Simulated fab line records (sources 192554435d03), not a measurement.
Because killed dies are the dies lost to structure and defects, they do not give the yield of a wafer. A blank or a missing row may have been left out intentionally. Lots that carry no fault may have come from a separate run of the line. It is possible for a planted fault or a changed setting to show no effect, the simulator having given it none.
Which tool is to blame? | flow n5Finfet | 11 lots with 32 wafers sampled at 3 steps, on a route of 1938 steps

WHAT EACH GAUGE READ, for each wafer
N5_PASSIVATION_CD_MEAS_30: the cd target is 4000 nm. Usual: cdNm reads 4000.0 nm (standard deviation 1.9).
lot  | measured     | on       | cdNm (nm)            | flag
L777 | day 12 19:10 | cdSem-02 | 4000.6 3999.7 4001.4 | 
L778 | day 13 09:16 | cdSem-01 | 4002.8 3999.6 3999.3 | 
L779 | day 13 09:53 | cdSem-03 | 4004.8 4001.2 4001.0 | 
L780 | day 13 16:28 | cdSem-01 | 3998.2 4002.1 3998.2 | 
L785 | day 14 13:14 | cdSem-01 | 3998.4 4000.3 4000.2 | 
L786 | day 14 06:27 | cdSem-01 | 4001.3 3999.6 4001.8 | 
L788 | day 15 06:54 | cdSem-01 | 3999.2 3996.9 3999.2 | 
L790 | day 15 22:47 | cdSem-03 | 4002.6 3999.2 3999.2 | 
L795 | day 17 11:29 | cdSem-03 | 3998.5 3998.1 3998.5 | 
L799 | day 18 12:05 | cdSem-02 | 4000.7 4001.7        | 
L800 | day 18 16:56 | cdSem-01 | 3998.2 4000.1 3996.8 | 

WHAT TOOL EACH LOT RAN ON (gives the tool, then ch and the chambers of the sampled wafers, and finally the start)
lot  | N5_BEOL_M1_VIA_ETCH_34            | N5_PASSIVATION_AL_DEP_21
L777 | rieDiel-05 ch 0,1,2, day 6 03:55  | pvdSputter-03, day 12 18:42
L778 | rieDiel-05 ch 0,1,2, day 6 16:01  | pvdSputter-01, day 13 08:40
L779 | rieDiel-02 ch 1,2,3, day 7 10:16  | pvdSputter-01, day 13 09:17
L780 | rieDiel-05 ch 1,2, day 7 10:23    | pvdSputter-03, day 13 15:52
L785 | rieDiel-05 ch 1,2,3, day 8 20:01  | pvdSputter-03, day 14 12:46
L786 | rieDiel-04 ch 0,1,2, day 8 20:12  | pvdSputter-02, day 14 05:59
L788 | rieDiel-05 ch 0,2,3, day 8 23:14  | pvdSputter-01, day 15 06:26
L790 | rieDiel-05 ch 0,1, day 9 20:28    | pvdSputter-01, day 15 22:18
L795 | rieDiel-02 ch 2,3, day 11 00:40   | pvdSputter-03, day 17 10:53
L799 | rieDiel-02 ch 2,3, day 11 23:19   | pvdSputter-02, day 18 11:34
L800 | rieDiel-02 ch 0,1,2, day 12 07:22 | pvdSputter-02, day 18 16:27
- N5_BEOL_M1_VIA_ETCH_34: etches the open film in C4F6/O2, target depth 67.8 nm, time 64.4 s.
- N5_PASSIVATION_AL_DEP_21: deposits Al, target thk 2800 nm, time 170 s.

AS READ BY THE TOOLS THEMSELVES (means over the sampled wafers that have a number; for cases with no such wafer, the mark the record gives instead)
N5_BEOL_M1_VIA_ETCH_34. Usual: drypumpMotorCurrentA 5.5 A, standard deviation 0.39; oes_f_703_au 0.81 a.u., standard deviation 0.086; oesProductAu 0.81 a.u., standard deviation 0.093; rfVppV 667 V, standard deviation 7.1; showerheadPlenumPTorr 2.89 Torr, standard deviation 0.071; throttleValvePct 30.68 %, standard deviation 0.28.
lot  | tool       | drypumpMotorCurrentA (A) | oes_f_703_au (a.u.) | oesProductAu (a.u.) | rfVppV (V) | showerheadPlenumPTorr (Torr) | throttleValvePct (%) | flag
L777 | rieDiel-05 | 5.8                      | 0.81                | 0.81                | 666        | 2.91                         | 30.79                | 
L778 | rieDiel-05 | 5.8                      | 0.81                | 0.81                | 666        | 2.90                         | 30.80                | 
L779 | rieDiel-02 | 5.2                      | 0.71                | 0.71                | 667        | 2.90                         | 30.65                | 
L780 | rieDiel-05 | 5.6                      | 0.81                | 0.80                | 663        | 2.87                         | 30.75                | 
L785 | rieDiel-05 | 5.6                      | 0.85                | 0.85                | 665        | 2.85                         | 30.75                | 
L786 | rieDiel-04 | 5.9                      | 0.86                | 0.86                | 667        | 2.84                         | 30.69                | 
L788 | rieDiel-05 | 5.8                      | 0.84                | 0.85                | 667        | 2.88                         | 30.79                | 
L790 | rieDiel-05 | 6.0                      | 0.74                | 0.74                | 668        | 2.92                         | 30.96                | 
L795 | rieDiel-02 | 5.3                      | 0.70                | 0.71                | 672        | 2.91                         | 30.81                | 
L799 | rieDiel-02 | 5.4                      | 0.71                | 0.71                | 669        | 2.88                         | 30.69                | 
L800 | rieDiel-02 | 5.3                      | 0.83                | 0.84                | 664        | 2.90                         | 30.36                | 

N5_PASSIVATION_AL_DEP_21. Usual: throttleValvePct reads 30.4 % (standard deviation 1.3).
lot  | tool          | throttleValvePct (%) | flag
L777 | pvdSputter-03 | 31.9                 | 
L778 | pvdSputter-01 | 30.2                 | 
L779 | pvdSputter-01 | 29.0                 | 
L780 | pvdSputter-03 | 30.9                 | 
L785 | pvdSputter-03 | 31.0                 | 
L786 | pvdSputter-02 | 29.4                 | 
L788 | pvdSputter-01 | 29.0                 | 
L790 | pvdSputter-01 | 31.3                 | 
L795 | pvdSputter-03 | 29.9                 | 
L799 | pvdSputter-02 | 30.8                 | 
L800 | pvdSputter-02 | 30.0                 | 

THE ANSWER, worked out from the rows above alone
Rule: take the mean of a lot's wafers that have a number; if it is more than 3 standard deviations from the usual mean, the lot is off. A lot without any number at a reading at which 4 lots or more have one is off too. The other lots that the step has rows for count as sound. The gauges are gone through in route order, then the tools' own readings, and for those a lot's mean is taken as printed above. The first step at which some lot is off is used, and at that step the reading that is off furthest; a lot without a number counts as furthest.
No lot is off on any of the readings shown, so nothing can be concluded from this.

WHAT THE SIMULATOR PUT IN
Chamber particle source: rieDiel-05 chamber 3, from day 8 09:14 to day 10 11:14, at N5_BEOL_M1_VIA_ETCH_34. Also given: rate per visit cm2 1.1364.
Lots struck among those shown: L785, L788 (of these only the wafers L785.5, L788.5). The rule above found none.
